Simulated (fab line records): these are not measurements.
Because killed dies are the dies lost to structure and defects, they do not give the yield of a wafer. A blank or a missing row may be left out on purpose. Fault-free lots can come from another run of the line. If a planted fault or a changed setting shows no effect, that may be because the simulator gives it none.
8D (eight disciplines) problem report, filled in by code -- flow n5_finfet -- the parts of the form that need people (team, actions taken, sign-off) are left out

## 1. PROBLEM STATEMENT
At N5_BEOL_M12_OCD_MEAS_35, trench_depth_nm averages 268 nm over 4 wafers from 3 lots, while fault-free wafers read 317 nm, standard deviation 3.9. Measured from the usual mean, that is -13 standard deviations.
Earliest sighting: wafer L660.3 on ocd-01 at day 11 23:43. Wafers with a number at this step in the record: 21, from 8 lots. The rule behind "out" and "out of limits": a value lying over 4 standard deviations away from the usual mean. The other wafers with a number count as sound.

## 2. WHAT IT IS, AND WHAT IT ISN'T
question,is,is not
which readings at this step,trench_depth_nm,-
which lots,"L660, L663, L665","L657, L672, L673, L675, L676"
which wafers of those lots,"L660.3, L663.4, L665.3, L665.4","L660.5, L663.1"
read on which gauges,"ocd-01, ocd-02",-
when,from day 11 23:43,"up to then (4 sound wafers); but 13 sound wafers of L663, L672, L673, L675, L676 came after"

## 3. SUSPECTS, AND WHAT RULES EACH OUT
Counting: any tool at a process step up to the reading remains a suspect provided it ran every lot that is out. Sound lots after the first of them don't rule it out here, since some wafers of a struck lot are sound.
- the gauge at N5_BEOL_M12_OCD_MEAS_35 is ruled out. Those wafers that are out were read across 2 gauges (ocd-01, ocd-02).
- rie_diel-01 at N5_BEOL_M12_TRENCH_ETCH_34 (etches SiOC in C4F8/O2/Ar, target depth 318.95 nm, time 125.5 s): kept. Ran every lot that is out, first one L660 (day 11 23:34); last sound lot up to then L657 (day 11 09:28).
Remaining after the count: rie_diel-01 at N5_BEOL_M12_TRENCH_ETCH_34.

## 4. THE CAUSE (what the simulator had put in)
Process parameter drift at N5_BEOL_M12_TRENCH_ETCH_34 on rie_diel-01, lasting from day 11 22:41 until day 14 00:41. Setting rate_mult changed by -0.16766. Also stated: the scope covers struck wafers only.
After counting, this tool was the only one left.

## 5. SEQUENCE OF EFFECTS, ordered by route
Each row: a reading whose mean over the struck wafers that have a number lies more than 3 standard deviations from the usual. Readings are gone through only where the record gives a usual standard deviation; hours: the median, over the lots, of the time from a lot's start at the first step in this table giving one to that lot's start at this step; sigmas: the change measured in usual standard deviations.
hours,step,reading,usual,on struck wafers,change,sigmas
0,N5_BEOL_M12_OCD_MEAS_35,trench_depth_nm,317 nm,268,-49,-13
4,N5_BEOL_M12_THK_MEAS_50,M12_THK,307 nm,260,-47,-11
4,N5_BEOL_M12_RS_MEAS_54,M12_RS,0.0604 ohm/sq,0.0718,+0.0114,+14
28,N5_BEOL_M15_RC_MEAS_101,SERP_M12,0.645 ohm/um,0.781,+0.136,+8.0
28,N5_BEOL_M15_RC_MEAS_101,SERP_M12_max_site,0.658 ohm/um,0.794,+0.136,+7.6

## 6. WHAT WOULD HAVE CAUGHT IT SOONER
In this record the first reading out of limits at a measuring or inspecting step was taken at day 11 23:43, 1 hour after the fault began at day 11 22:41.
No tool reading at N5_BEOL_M12_TRENCH_ETCH_34 that has a usual standard deviation in the record was out on any struck wafer, so an alarm limit of 4 standard deviations on those readings would not have fired.
Lots out: 3; of these, L663, L665 started N5_BEOL_M12_TRENCH_ETCH_34 on rie_diel-01 after day 11 23:43. A hold on the tool at that time would have spared those 2.
